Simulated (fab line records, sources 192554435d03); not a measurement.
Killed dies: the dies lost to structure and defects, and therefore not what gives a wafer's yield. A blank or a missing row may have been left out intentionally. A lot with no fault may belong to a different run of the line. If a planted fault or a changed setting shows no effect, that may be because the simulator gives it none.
Matching of chambers ; flow n5 finfet ; 4 sister chambers for N5_BEOL_M3_VIA_ETCH_34 on rie diel-02
The step etches the open film in C4F6/O2, target depth 69.4 nm, time 65.9 s. 18 wafers are shown with their chamber, then 9 later ones without.

## WAFERS WITH THEIR CHAMBER
wafer;chamber;rf vpp V (V);showerhead plenum p Torr (Torr);throttle valve pct (%)
L075.2;0;658;2.89;31.14
L075.4;2;695;2.96;30.80
L075.5;0;661;2.89;31.16
L080.2;1;668;2.90;31.31
L080.3;0;658;2.88;31.17
L080.4;3;656;3.05;30.91
L084.1;2;696;2.95;30.83
L084.3;3;658;3.04;30.95
L084.5;0;659;2.88;31.17
L086.1;0;659;2.88;31.15
L086.2;2;696;2.95;30.84
L086.3;3;656;3.04;30.95
L087.1;0;660;2.88;31.17
L087.2;3;657;3.04;30.94
L087.5;0;660;2.88;31.18
L090.1;2;697;2.95;30.83
L090.5;2;695;2.95;30.83
L090.6;3;658;3.04;30.94

SIGNATURES (means of the wafers above)
reading;chamber 0;chamber 1;chamber 2;chamber 3;scatter within a chamber
rf vpp V;659.29;668.00;695.80;657.00;1.01
showerhead plenum p Torr;2.8829;2.9000;2.9520;3.0420;0.00465
throttle valve pct;31.1629;31.3100;30.8260;30.9380;0.015
Rule: for a wafer and a chamber, the distance is found by dividing, reading by reading, the gap between the wafer's reading and the chamber's mean by the reading's scatter, squaring, summing and taking the root. The wafer belongs to the nearest chamber; if the next one is less than 2 further off, it can't be placed. The scatter is the square root of a quotient: the sum, over the shown wafers, of each reading's squared deviation from its chamber's mean, divided by wafers minus chambers.

## WAFERS MISSING THEIR CHAMBER
wafer;rf vpp V (V);showerhead plenum p Torr (Torr);throttle valve pct (%)
L093.2;657;2.87;31.18
L093.4;666;2.89;31.34
L093.6;695;2.95;30.84
L076.2;658;2.87;31.18
L076.3;695;2.94;30.83
L076.5;667;2.89;31.34
L095.1;656;3.03;30.98
L095.3;659;2.87;31.19
L095.6;656;3.03;30.97

## WHICH CHAMBER EACH ONE RAN IN
wafer;from the rows above;in truth
L093.2;0;0
L093.4;1;1
L093.6;2;2
L076.2;0;0
L076.3;2;2
L076.5;1;1
L095.1;3;3
L095.3;0;0
L095.6;3;3
Placed correctly: 9 of 9. Can't be placed from these rows: 0. Wrongly placed: 0.
